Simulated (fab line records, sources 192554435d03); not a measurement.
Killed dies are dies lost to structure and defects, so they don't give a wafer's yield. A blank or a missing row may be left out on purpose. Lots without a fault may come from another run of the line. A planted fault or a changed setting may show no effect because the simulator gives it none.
A struck lot beside a sound one | flow n5_finfet | 38 steps out of a route of 1938
Sound: wafers L793.1, L793.4, L793.5. Struck: wafer L803.3. (L803.1, L803.2 of the same lot were not struck and are left out.) The cause comes at the end.
At each step with rows: each side's tool, then ch and its chambers, then its first start. Under that, the readings that differ: sound wafers | struck wafers | difference of the means | sigmas: that difference in standard deviations of wafers without a fault.
alike: readings whose means differ by less than 2 such deviations, and words and numbers that are the same on both sides. not compared: withheld readings, readings that some wafer has no value for, bounds like >300 that may hide the same value, and numbers for which the record gives no deviation and whose values overlap.
The two part at a step that has a row with sigmas, a row that says differs or no value, or rows on one side only. Numbers that don't overlap but have no deviation are shown without sigmas and don't part them. A reading that every wafer of one side lacks parts them only if that side has two wafers or more.

first, 9 steps without rows for these wafers: N5_BEOL_M0_CUTY_PEB_55 (peb time 60 s); N5_BEOL_M0_CUTY_DEVELOP_56 (develop time 30 s); N5_BEOL_M0_CUTY_DESCUM_61 (chemistry O2, time 7.9 s); N5_BEOL_M0_CUTY_ETCH_62 (etches SiARC in CF4, time 58.5 s); N5_BEOL_M0_CUTY_ETCH_63 (etches SOC in N2/H2, target depth 82.7 nm, overetch 16.5 nm, time 124 s); N5_BEOL_M0_CUTY_STRIP_64 (strips in N2/H2); N5_BEOL_M0_ETCH_138 (etches SiCN in CH3F/O2, target depth 12 nm, time 31.6 s); N5_BEOL_M0_HM_OPEN_105 (chemistry Cl2/BCl3, target TiN, target depth 12 nm); N5_BEOL_M0_STRIP_140 (strips in CF4).
N5_BEOL_M0_STRIP_104: strips in N2/H2.
  sound on rie_diel-05 ch 2,3, day 7 17:58; struck on rie_diel-02 ch 1, day 10 12:28
  alike: drypump_motor_current_A, n2_flow_sccm, oes_product_au, power_w, rf_vpp_V, showerhead_plenum_p_Torr, temp_c, throttle_valve_pct
  not compared: rf_hours_counter_h
then, 27 steps without rows for these wafers: N5_BEOL_M0_WET_ETCH_106 (etches SiO2 in DHF, target depth 130 nm, rinse time 30 s); N5_BEOL_M0_ETCH_128 (etches SiCN in CF4/N2, target depth 12 nm, overetch 5.1 nm, time 21.4 s); N5_BEOL_M0_TRENCH_ETCH_107 (etches SiOC in C4F6/O2, target depth 32.8 nm, time 16.4 s); N5_BEOL_M0_STRIP_142 (strips in N2/H2, time 10 s); N5_BEOL_M0_HM_STRIP_129 (strips TiN in peroxide tin strip, target depth 17 nm, time 108 s); N5_BEOL_M0_SRD_130 (time 30 s); N5_BEOL_M0_ETCH_109 (etches SiCN in CH3F/O2, target depth 8 nm, overetch 2.4 nm, time 27.4 s); N5_BEOL_M0_STRIP_139 (strips in post etch residue remover, time 60 s); N5_BEOL_M0_SRD_111 (time 30 s); N5_BEOL_M0_DEGAS_112 (time 60 s); N5_BEOL_M0_PRE_CLEAN_113 (time 30 s); N5_BEOL_M0_ALD_136 (deposits TaN, pulse time 2 s, purge time 3 s, co reactant purge time 2 s); N5_BEOL_M0_SURFACE_TREAT_137; N5_BEOL_M0_CVD_115 (deposits Co from CCTBA/H2, time 120 s); N5_BEOL_M0_SPUTTER_116 (material Cu, target thk 4 nm, time 7.37 s); N5_BEOL_M0_ANNEAL_117 (time 60 s); N5_BEOL_M0_SPUTTER_132 (material Cu, target thk 4 nm, time 7.37 s); N5_BEOL_M0_ANNEAL_133 (time 60 s); N5_BEOL_M0_SPUTTER_134 (material Cu, target thk 4 nm, time 7.37 s); N5_BEOL_M0_ANNEAL_135 (time 60 s); N5_BEOL_M0_SPUTTER_141 (material Cu, target thk 4 nm, time 7.37 s); N5_BEOL_M0_ECD_118 (material Cu, target thk 300 nm); N5_BEOL_M0_ANNEAL_119 (time 90 s); N5_BEOL_M0_CMP_120 (polishes, stops on SiOC, t overpolish 6.9 s); N5_BEOL_M0_PRE_CLEAN_131 (time 15 s); N5_BEOL_M0_CO_CAP_123 (material Co, precursor CCTBA/H2, target thk 2 nm, time 102.1 s); N5_BEOL_M0_PRE_CLEAN_124 (time 15 s).
-- the record jumps here: 7 days lie between the struck wafers' starts before and after (it left off in module BEOL_M0 and takes up again in module PASSIVATION, whose first step shown is number 1936 of the route) --
N5_PASSIVATION_PROBE_49:
  the record has rows for the struck wafers here (prober-01, day 17 11:50) and none for the sound ones

WHERE THEY PART
Only at N5_PASSIVATION_PROBE_49, within this record.

WHY: what the simulator had put in
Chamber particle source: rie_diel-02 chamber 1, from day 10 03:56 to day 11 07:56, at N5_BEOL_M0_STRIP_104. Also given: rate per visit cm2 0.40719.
